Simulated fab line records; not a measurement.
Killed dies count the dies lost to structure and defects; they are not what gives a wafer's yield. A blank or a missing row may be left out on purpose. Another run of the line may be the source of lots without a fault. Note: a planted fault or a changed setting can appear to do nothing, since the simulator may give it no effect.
fab line records ; flow nand_harc
record lots=5; wafers=15; last_day=24
route steps=1159 shown P_STI@107 P_GATE@110
lots with no fault: from the same line, run without faults
start_h: start of the lot's first displayed wafer, in hours after the record's first day ; wait_h: hours elapsed since this lot's preceding step ; " unchanged from the row above ; L1.1+2: several wafers, shown together as one row ; - no value, or no start given ; * or withheld: withheld ; < > ~ a bound
route shown NAME@n: names a module that has steps shown in the file, with the first one's number in the route ; usual: the fault-free wafers' mean and standard deviation ; same: alike in all rows ; chamber/n: place in a boat ; sites: per-site readings ; _std_site: standard deviation across them ; _edge_site: outer sites' mean less inner sites' ; radius_mm: for every site, how far away it sits from the centre of the wafer ; mask NAME#n: copy n ; behind: the most recent tool/chamber to have shaped the wafer ; hold: reason for holding the lot/hours on hold/outcome of the hold ; device: whichever transistor did not switch (one of n, p or np) ; end of line: the route-end tests of the same wafers ; for a step that has no rows: nothing shown but its recipe ; killed: dies that structure and defects cost at the first sort, which is not the same as the wafer's yield ; map: shows each die of a wafer: x if killed, . if not, _ if none is there
set.NAME: the setting the step ran with; set.NAME@STEP: the setting that earlier step ran with ; model.NAME: the simulator's own value behind a step, which no gauge read
lots at some steps of the route; a table a step, a row a wafer
services: from which hour (start_h, from the record's first day; less than 0 if before it) a tool's chamber was out of use, for how many hours, and why
## steps
# step NHARC_P_STI_SRD_39
# step NHARC_P_STI_OXIDE_40
# recipe target_thk_a=100; temp_c=900; ox_time_s=1362; material=SiO2
# step NHARC_P_STI_INSPECT_25
# usual raw_defect_count=189/71
lot.wafer;tool;chamber;start_h;wait_h;raw_defect_count
L352.2;defect_inspect-02;-;110.09;0.4;171
L352.5;defect_inspect-02;-;110.09;0.4;155
L352.6;defect_inspect-02;-;110.09;0.4;217
L358.1;defect_inspect-01;-;149.07;0.4;120
L358.2;defect_inspect-01;-;149.07;0.4;163
L358.6;defect_inspect-01;-;149.07;0.4;128
L362.2;defect_inspect-02;-;162.82;0.4;338
L362.3;defect_inspect-02;-;162.82;0.4;419
L362.4;defect_inspect-02;-;162.82;0.4;177
L361.3;defect_inspect-01;-;162.82;0.4;233
L361.4;defect_inspect-01;-;162.82;0.4;364
L361.5;defect_inspect-01;-;162.82;0.4;192
L367.1;defect_inspect-02;-;194.73;0.4;150
L367.3;defect_inspect-02;-;194.73;0.4;225
L367.4;defect_inspect-02;-;194.73;0.4;138
# step NHARC_P_GATE_ETCH_69
# recipe target_depth_a=140; chemistry=dHF; material=SiO2
# step NHARC_P_GATE_PRECLEAN_70
# recipe time_s=*; temp_c=50; bath_age_min=0; chemistry=SC1
# step NHARC_P_GATE_SRD_01
# step NHARC_P_GATE_OXIDE_02
# recipe target_thk_a=375; temp_c=950; p_h2o_torr=720; ox_time_s=365; material=SiO2
# step NHARC_P_GATE_DEHYDRATE_03
# recipe temp_c=150; time_s=120
# step NHARC_P_GATE_HMDS_04
# recipe time_s=30
# step NHARC_P_GATE_COAT_05
# recipe spin_rpm=4690
# step NHARC_P_GATE_SOFTBAKE_06
# recipe temp_c=122; time_s=95
# step NHARC_P_GATE_EBR_07
# step NHARC_P_GATE_EXPOSE_08
# recipe na=0.6; dose_mj=16.75; mask_id=P_HV
lot.wafer;tool;chamber;start_h;wait_h;mask
L352.2+5+6;krf_scanner-01;0;118.24;-;P_HV#0
L358.1+2+6;krf_scanner-03;0;157.31;-;P_HV#0
L361.3+4+5;krf_scanner-01;0;170.88;-;P_HVPW#0
L362.2+3+4;krf_scanner-04;0;171.03;-;P_HV#0
L367.1+3+4;krf_scanner-04;0;202.77;-;P_HV#0
# step NHARC_P_GATE_PEB_09
# recipe peb_temp_c=118; peb_time_s=85
# step NHARC_P_GATE_DEVELOP_10
# recipe time_s=70
# step NHARC_P_GATE_CD_MEAS_11
# recipe target_cd_nm=1640; landing_energy_ev=500
# usual cd_nm=1639.9/1.6
lot.wafer;tool;chamber;start_h;wait_h;cd_nm
L352.2;cd_sem-02;0;118.39;-;1641.3
L352.5;cd_sem-02;0;118.39;-;1641.0
L352.6;cd_sem-02;0;118.39;-;1640.9
L358.1;cd_sem-01;0;157.47;-;1638.3
L358.2;cd_sem-01;0;157.47;-;1637.5
L358.6;cd_sem-01;0;157.47;-;1638.5
L361.3;cd_sem-01;0;171.03;-;-
L361.4;cd_sem-01;0;171.03;-;-
L361.5;cd_sem-01;0;171.03;-;-
L362.2;cd_sem-01;0;171.19;-;1641.5
L362.3;cd_sem-01;0;171.19;-;1642.5
L362.4;cd_sem-01;0;171.19;-;1641.7
L367.1;cd_sem-01;0;202.92;-;1638.6
L367.3;cd_sem-01;0;202.92;-;1637.7
L367.4;cd_sem-01;0;202.92;-;1638.9
# step NHARC_P_GATE_HARDBAKE_12
# recipe temp_c=125; time_s=80
## services
tool;chamber;start_h;hours;kind
krf_scanner-04;-;126.00;4.0;pm
krf_scanner-03;-;145.10;0.6;repair
krf_scanner-03;-;168.00;4.0;pm
## key
first_sign step=NHARC_P_GATE_EXPOSE_08; reading=mask; direction=changed
effect step=NHARC_P_GATE_CD_MEAS_11; reading=cd_nm; direction=missing
met_at NHARC_P_GATE_EXPOSE_08
struck_wafers L361.3,L361.4,L361.5
later_rows_left_out L361.3,L361.4,L361.5
sort_left_out L361.3,L361.4,L361.5
tester_left_out L361
onset_between 118.24 170.88
fault kind=wrong_mask; tool=any; chamber=-; onset_h=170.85; steps=NHARC_P_GATE_EXPOSE_08; aux_copy=P_HVPW#0; scope=struck_lots_only
# tester_left_out: of these lots the tester's yield and bins aren't shown, on N5 and GAA mostly nor the transistor test; their killed dies are dies lost to structure and defects alone, not to doping, threshold or leakage, so they don't give the yield
# sort_left_out: the simulated sort isn't trusted on such a fault, so these wafers' sort isn't shown, and their yield isn't known
# later_rows_left_out: the simulator's readings of these wafers behind a module that went badly wrong aren't trusted and aren't shown, but for the sort
